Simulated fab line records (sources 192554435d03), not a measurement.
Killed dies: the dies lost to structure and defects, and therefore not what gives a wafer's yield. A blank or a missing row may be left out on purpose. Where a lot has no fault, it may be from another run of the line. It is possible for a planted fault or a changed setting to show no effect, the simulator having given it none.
Matching of chambers ; flow n5_finfet ; 3 sister chambers for N5_BEOL_M0_PRE_CLEAN_131 on cvd_co-02
The step time 15 s. 27 wafers are shown with their chamber, then 12 later ones without.

WAFERS PAIRED WITH THEIR CHAMBERS
wafer;chamber;heater_power_w (W)
L075.1;0;97
L075.2;1;154
L075.3;2;74
L075.4;0;95
L075.5;2;76
L075.6;1;152
L076.2;1;154
L076.4;0;97
L076.6;2;75
L077.2;2;74
L077.4;2;73
L077.5;0;98
L078.3;0;97
L078.4;1;151
L078.5;2;75
L084.2;1;151
L084.3;2;74
L084.6;0;95
L085.1;1;148
L085.4;2;76
L085.5;2;73
L086.4;1;145
L086.5;0;97
L086.6;2;74
L087.3;0;96
L087.4;0;98
L087.6;1;150

SIGNATURES (averages over the wafers above)
reading;chamber 0;chamber 1;chamber 2;scatter within a chamber
heater_power_w;96.67;150.62;74.40;1.87
Rule: a wafer lies at a distance from a chamber equal to the root of the sum of squares, over the readings, of (its reading less the chamber's mean, divided by the reading's scatter). If the next closest chamber is less than 2 further off than the closest, the wafer can't be placed; otherwise it belongs to the closest. The scatter is the square root of a quotient: the sum, over the shown wafers, of each reading's squared deviation from its chamber's mean, divided by wafers minus chambers.

WAFERS WITH NO CHAMBER GIVEN
wafer;heater_power_w (W)
L091.1;76
L091.3;151
L091.6;97
L093.2;78
L093.4;151
L093.6;99
L094.1;98
L094.5;75
L094.6;96
L096.1;148
L096.2;98
L096.6;151

EACH ONE'S CHAMBER
wafer;from the rows above;in truth
L091.1;2;2
L091.3;1;1
L091.6;0;0
L093.2;2;2
L093.4;1;1
L093.6;0;0
L094.1;0;0
L094.5;2;2
L094.6;0;0
L096.1;1;1
L096.2;0;0
L096.6;1;1
12 of 12 placed correctly. Can't be placed from these rows: 0. Number placed wrongly: 0.
